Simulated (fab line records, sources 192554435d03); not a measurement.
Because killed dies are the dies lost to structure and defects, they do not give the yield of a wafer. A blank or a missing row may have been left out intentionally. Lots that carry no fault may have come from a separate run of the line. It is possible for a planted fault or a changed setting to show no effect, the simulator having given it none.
Matching of chambers	flow n5-finfet	N5_MOL_CONTACT_COAG_ETCHBACK_136 on rie-diel-02: 4 sister chambers
The step etches SiO2 in CHF3, target depth 25 nm, time 16.7 s. 18 wafers are shown with their chamber, then 9 later ones without.

WAFERS, EACH WITH ITS CHAMBER
wafer	chamber	drypump-motor-current-A (A)	rf-vpp-V (V)	throttle-valve-pct (%)
L076.1	3	6.1	522	18.41
L076.2	1	5.6	507	18.81
L076.3	0	5.9	538	18.71
L076.4	3	6.1	522	18.41
L076.5	1	5.6	506	18.82
L076.6	0	6.0	537	18.70
L078.4	0	6.0	538	18.71
L078.5	2	5.3	522	18.11
L078.6	3	6.1	523	18.43
L088.2	1	5.6	514	18.38
L088.3	2	5.4	519	18.15
L088.6	2	5.4	519	18.14
L089.1	0	6.0	538	18.75
L089.2	1	5.6	514	18.39
L089.5	2	5.3	519	18.13
L090.3	2	5.4	520	18.14
L090.5	1	5.5	515	18.39
L090.6	2	5.4	520	18.16

SIGNATURES (averages over the wafers above)
reading	chamber 0	chamber 1	chamber 2	chamber 3	scatter within a chamber
drypump-motor-current-A	5.975	5.580	5.367	6.100	0.0454
rf-vpp-V	537.75	511.20	519.83	522.33	2.44
throttle-valve-pct	18.7175	18.5580	18.1383	18.4167	0.126
Rule: a wafer lies at a distance from a chamber equal to the root of the sum of squares, over the readings, of (its reading less the chamber's mean, divided by the reading's scatter). The wafer belongs to the nearest chamber; if the next one is less than 2 further off, it can't be placed. How the scatter is found: for the shown wafers, subtract from each reading the mean of its chamber, square and add these, divide the total by (wafers less chambers), then take the root.

WAFERS WITH NO CHAMBER GIVEN
wafer	drypump-motor-current-A (A)	rf-vpp-V (V)	throttle-valve-pct (%)
L092.3	5.6	516	18.42
L092.4	6.1	520	18.48
L092.5	6.0	539	18.75
L094.1	5.4	521	18.16
L094.4	6.1	522	18.50
L094.5	5.5	513	18.42
L096.2	5.4	519	18.18
L096.3	5.6	515	18.42
L096.5	6.0	537	18.77

CHAMBER TAKEN BY EACH
wafer	from the rows above	in truth
L092.3	1	1
L092.4	3	3
L092.5	0	0
L094.1	2	2
L094.4	3	3
L094.5	1	1
L096.2	2	2
L096.3	1	1
L096.5	0	0
Correctly placed: 9 of 9. Not placeable from these rows: 0. Wrongly placed: 0.
